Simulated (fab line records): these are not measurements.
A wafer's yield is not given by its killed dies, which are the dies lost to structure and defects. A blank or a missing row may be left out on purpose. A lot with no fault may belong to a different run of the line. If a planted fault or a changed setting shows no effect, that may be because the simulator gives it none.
Matching of chambers || flow n5-finfet || 4 sister chambers for N5_ILD0_CMP_07 on cmp-02
The step polishes SiO2 flowable, stops on poly-Si, t overpolish 1.18 s, target thk 138.88 nm. 8 wafers are shown with their chamber, then 7 later ones without.

WAFERS PAIRED WITH THEIR CHAMBERS
{"wafer": "L146.2", "chamber": 0, "motor-current-A (A)": 13.0}
{"wafer": "L146.4", "chamber": 3, "motor-current-A (A)": 12.7}
{"wafer": "L148.1", "chamber": 1, "motor-current-A (A)": 14.7}
{"wafer": "L148.4", "chamber": 0, "motor-current-A (A)": 13.1}
{"wafer": "L149.1", "chamber": 1, "motor-current-A (A)": 14.5}
{"wafer": "L149.2", "chamber": 2, "motor-current-A (A)": 12.4}
{"wafer": "L149.3", "chamber": 3, "motor-current-A (A)": 12.8}
{"wafer": "L150.2", "chamber": 2, "motor-current-A (A)": 11.8}

WAFERS MISSING THEIR CHAMBER
{"wafer": "L150.3", "motor-current-A (A)": 13.1}
{"wafer": "L150.4", "motor-current-A (A)": 15.3}
{"wafer": "L152.1", "motor-current-A (A)": 12.6}
{"wafer": "L152.4", "motor-current-A (A)": 13.2}
{"wafer": "L152.5", "motor-current-A (A)": 13.8}
{"wafer": "L154.3", "motor-current-A (A)": 12.9}
{"wafer": "L154.6", "motor-current-A (A)": 12.2}

WHICH CHAMBER EACH WENT THROUGH
{"wafer": "L150.3", "from the rows above": "can't be placed: 0 or 3", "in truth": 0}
{"wafer": "L150.4", "from the rows above": 1, "in truth": 1}
{"wafer": "L152.1", "from the rows above": "can't be placed: 3 or 0 or 2", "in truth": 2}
{"wafer": "L152.4", "from the rows above": "can't be placed: 0 or 3", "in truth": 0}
{"wafer": "L152.5", "from the rows above": "can't be placed: 0 or 1 or 3", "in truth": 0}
{"wafer": "L154.3", "from the rows above": "can't be placed: 0 or 3", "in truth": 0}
{"wafer": "L154.6", "from the rows above": "can't be placed: 2 or 3", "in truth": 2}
Correct placement for 1 of the 7. Cannot be placed on the basis of these rows: 6; the candidates contain the true chamber in 6. Placed wrongly: 0.
How it was worked out, from the rows above alone: a wafer's distance from a chamber is the root of the sum, over the readings, of the square of ((its reading less the chamber's mean) divided by the reading's scatter). If the next closest chamber is less than 2 further off than the closest, the wafer can't be placed; otherwise it belongs to the closest. A chamber's mean is the mean of its shown wafers. The scatter: take each reading less its chamber's mean, square it, sum over the shown wafers, divide by the number of wafers less the number of chambers, and take the root.
